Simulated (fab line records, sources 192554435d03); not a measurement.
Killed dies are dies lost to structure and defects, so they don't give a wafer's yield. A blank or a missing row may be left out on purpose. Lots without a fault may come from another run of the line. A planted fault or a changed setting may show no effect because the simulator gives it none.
Chamber matching | flow n5_finfet | N5_DUMMY_REMOVAL_HM_STRIP_01 on rie_diel-01: 4 sister chambers
The step strips SiNx in CH3F/O2, stops on poly-Si, target depth 4 nm, time 6.8 s. 8 wafers are shown with their chamber, then 9 later ones without.

WAFERS WITH THEIR CHAMBER
wafer  | chamber | drypump_motor_current_A (A) | throttle_valve_pct (%)
L078.1 | 2       | 6.6                         | 16.68
L078.5 | 2       | 6.5                         | 16.69
L079.4 | 1       | 4.7                         | 16.68
L079.6 | 3       | 6.2                         | 16.10
L082.6 | 1       | 4.7                         | 16.69
L088.1 | 0       | 5.8                         | 16.01
L088.4 | 3       | 6.2                         | 16.11
L088.6 | 0       | 5.9                         | 16.00

WAFERS WITHOUT THEIR CHAMBER
wafer  | drypump_motor_current_A (A) | throttle_valve_pct (%)
L092.2 | 4.7                         | 16.24
L092.3 | 6.2                         | 16.12
L092.5 | 6.5                         | 16.73
L093.1 | 4.7                         | 16.25
L093.4 | 5.9                         | 16.03
L093.6 | 4.7                         | 16.25
L094.1 | 4.7                         | 16.23
L094.3 | 5.8                         | 16.03
L094.4 | 6.2                         | 16.14

WHICH CHAMBER EACH WENT THROUGH
wafer  | from the rows above | in truth
L092.2 | 3                   | 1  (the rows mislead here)
L092.3 | 3                   | 3
L092.5 | 2                   | 2
L093.1 | 3                   | 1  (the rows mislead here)
L093.4 | 0                   | 0
L093.6 | 3                   | 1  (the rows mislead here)
L094.1 | 3                   | 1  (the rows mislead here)
L094.3 | 0                   | 0
L094.4 | 3                   | 3
Placed correctly: 5 of 9. Can't be placed from these rows: 0. Placed wrongly: 4.
How it was worked out, from the rows above alone: a wafer's distance from a chamber is the root of the sum, over the readings, of the square of ((its reading less the chamber's mean) divided by the reading's scatter). The wafer belongs to the nearest chamber; if the next one is less than 2 further off, it can't be placed. A chamber's mean is the mean of its shown wafers. The scatter: the root of (the sum of the squares of (reading less its chamber's mean) over the shown wafers, divided by (wafers less chambers)).
